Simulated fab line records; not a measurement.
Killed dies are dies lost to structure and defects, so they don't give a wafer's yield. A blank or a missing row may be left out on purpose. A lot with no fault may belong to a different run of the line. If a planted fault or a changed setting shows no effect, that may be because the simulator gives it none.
One fault seen from 3 desks :: flow n5 finfet :: each desk has only its own numbers; what lay behind them comes last

## THE TOOL OWNER'S DESK: rie si-03
The tool's own readings at N5_FIN_SAQP_MANDREL_ETCH_22 (etches a-Si in HBr/Cl2, stops on SiNx, target depth 60 nm, bt time 10 s, time 30 s): means of the sampled wafers that have a number, for each lot that ran on this tool. If a lot's mean is further than 4 standard deviations from the usual mean, the lot is out of limits and carries the mark OUT (the distance appears in the brackets).
Columns: A = drypump motor current A at N5_FIN_SAQP_MANDREL_ETCH_22, usual 5.4 A; B = oes product au at N5_FIN_SAQP_MANDREL_ETCH_22, usual 0.765 a.u.; C = throttle valve pct at N5_FIN_SAQP_MANDREL_ETCH_22, usual 35.6 %
lot: L315
first seen here: day 2 10:16
A: 5.4
B: 0.768
C: 35.3

lot: L316
first seen here: day 2 15:57
A: 5.4
B: 0.784
C: 35.3

lot: L320
first seen here: day 3 16:08
A: 5.0
B: 0.755
C: 36.1

lot: L323
first seen here: day 4 10:39
A: 5.4
B: 0.744
C: 35.4

lot: L332
first seen here: day 6 16:58
A: 5.4
B: 0.774
C: 35.1

lot: L333
first seen here: day 6 22:14
A: 5.4
B: 0.772
C: 35.1
This desk's finding: nothing out of limits on any of the 6 lots.

## AT THE METROLOGY DESK
Lot by lot, what the gauges showed, no matter which tool ran the lot: averages of those sampled wafers that carry a number. If a lot's mean is further than 4 standard deviations from the usual mean, the lot is out of limits and carries the mark OUT (the distance appears in the brackets). Of its 11 readings 7 are shown: those that lie furthest out on some lot.
Columns: A = cd nm at N5_FIN_SAQP_CD_MEAS_16, usual 35.5 nm; B = IOFF_N at N5_BEOL_M4_RC_MEAS_101, usual 0.17 nA/um; C = IOFF_P at N5_BEOL_M4_RC_MEAS_101, usual 0.22 nA/um; D = ION_N at N5_BEOL_M4_RC_MEAS_101, usual 671 uA/um; E = ION_P at N5_BEOL_M4_RC_MEAS_101, usual 461 uA/um; F = SS_P at N5_BEOL_M4_RC_MEAS_101, usual 73.5 mV/dec; G = VT_P at N5_BEOL_M4_RC_MEAS_101, usual -250 mV
lot: L313
first seen here: day 1 21:20
A: 35.6
B: 0.11
C: 0.15
D: 663
E: 453
F: 72.0
G: -257

lot: L314
first seen here: day 2 03:31
A: 35.4
B: 0.15
C: 0.21
D: 662
E: 458
F: 73.3
G: -250

lot: L315
first seen here: day 2 09:53
A: 34.8
B: 0.13
C: 0.20
D: 659
E: 454
F: 72.8
G: -252

lot: L316
first seen here: day 2 15:26
A: 35.7
B: 0.15
C: 0.21
D: 660
E: 453
F: 72.9
G: -251

lot: L317
first seen here: day 2 21:47
A: 35.3
B: 0.13
C: 0.17
D: 646
E: 446
F: 72.5
G: -252

lot: L320
first seen here: day 3 15:45
A: 35.6
B: 0.14
C: 0.22
D: 660
E: 457
F: 73.5
G: -247

lot: L323
first seen here: day 4 10:16
A: 35.4
B: 0.19
C: 0.23
D: 686
E: 464
F: 73.7
G: -249

lot: L328
first seen here: day 5 15:34
A: 35.4
B: 0.19
C: 0.24
D: 677
E: 464
F: 73.7
G: -250

lot: L332
first seen here: day 6 16:34
A: 35.5
B: 0.15
C: 0.18
D: 660
E: 449
F: 73.2
G: -252

lot: L333
first seen here: day 6 21:51
A: 35.1
B: 0.23
C: 0.31
D: 694
E: 482
F: 73.8
G: -240

lot: L334
first seen here: day 7 03:42
A: 35.8
B: 0.14
C: 0.20
D: 651
E: 448
F: 73.4
G: -252
This desk's finding: nothing out of limits on any of the 11 lots.

## THE DEFECT DESK
Inspection counts along the route, by lot: the mean over sampled wafers that carry a number. If a lot's mean is further than 4 standard deviations from the usual mean, the lot is out of limits and carries the mark OUT (the distance appears in the brackets).
Columns: A = raw defect count at N5_PMOS_HMC_CHANNEL_EPI_INSPECT_30, usual 20
lot: L313
first seen here: day 1 19:55
A: 21

lot: L314
first seen here: day 2 02:04
A: 27

lot: L315
first seen here: day 2 08:23
A: 34

lot: L316
first seen here: day 2 14:01
A: 17

lot: L317
first seen here: day 2 20:16
A: 16

lot: L320
first seen here: day 3 14:26
A: 18

lot: L323
first seen here: day 4 08:52
A: 22

lot: L328
first seen here: day 5 14:14
A: 18

lot: L332
first seen here: day 6 15:06
A: 28

lot: L333
first seen here: day 6 20:37
A: 14

lot: L334
first seen here: day 7 02:22
A: 16
This desk's finding: nothing out of limits on any of the 11 lots.

## ALL TOGETHER
The desk of the tool owner found nothing out of limits.
From the metrology desk's view, nothing was out of limits.
Nothing out of limits was seen by the defect desk.

## WHAT THE SIMULATOR PUT IN
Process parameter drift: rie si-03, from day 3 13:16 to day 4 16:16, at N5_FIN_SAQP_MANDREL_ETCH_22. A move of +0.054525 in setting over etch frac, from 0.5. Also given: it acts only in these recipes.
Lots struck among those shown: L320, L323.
